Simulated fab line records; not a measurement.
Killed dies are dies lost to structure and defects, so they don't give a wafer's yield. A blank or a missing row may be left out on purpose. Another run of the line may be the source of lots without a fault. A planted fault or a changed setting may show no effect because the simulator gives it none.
Chamber matching -- flow nand-harc -- rie-diel-13 running NHARC_A_STAIRCASE_DESCUM_270: 4 sister chambers
The step chemistry O2, time 3 s. 8 wafers are shown with their chamber, then 9 later ones without.

WAFERS, EACH WITH ITS CHAMBER
wafer,chamber,showerhead-plenum-p-Torr (Torr),throttle-valve-pct (%)
L076.4,1,2.06,11.306
L084.6,3,1.77,11.298
L088.3,0,1.90,11.310
L088.4,2,1.96,11.324
L088.6,2,1.96,11.296
L090.1,0,1.89,11.317
L090.2,1,2.04,11.298
L090.6,3,2.08,11.309

WAFERS MISSING THEIR CHAMBER
wafer,showerhead-plenum-p-Torr (Torr),throttle-valve-pct (%)
L093.2,1.96,11.313
L093.3,1.89,11.304
L093.4,2.07,11.321
L095.1,2.07,11.321
L095.2,1.89,11.314
L095.5,1.89,11.318
L094.1,2.04,11.309
L094.2,2.07,11.325
L094.5,2.04,11.313

WHICH CHAMBER EACH ONE RAN IN
wafer,from the rows above,in truth
L093.2,can't be placed: 2 or 0 or 3 or 1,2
L093.3,can't be placed: 3 or 2 or 0 or 1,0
L093.4,can't be placed: 2 or 1 or 0 or 3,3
L095.1,can't be placed: 2 or 1 or 0 or 3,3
L095.2,can't be placed: 0 or 2 or 3 or 1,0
L095.5,can't be placed: 0 or 2 or 3 or 1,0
L094.1,can't be placed: 1 or 2 or 3 or 0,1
L094.2,can't be placed: 2 or 0 or 1 or 3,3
L094.5,can't be placed: 2 or 1 or 0 or 3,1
Correct placement for 0 of the 9. Not placeable from these rows: 9 (in 9, the candidates include the true chamber). Placed wrongly: 0.
How it was worked out, from the rows above alone: a wafer's distance from a chamber is the root of the sum, over the readings, of the square of ((its reading less the chamber's mean) divided by the reading's scatter). The wafer belongs to the nearest chamber; if the next one is less than 2 further off, it can't be placed. Each chamber's mean is taken over the wafers shown for it. How the scatter is found: for the shown wafers, subtract from each reading the mean of its chamber, square and add these, divide the total by (wafers less chambers), then take the root.
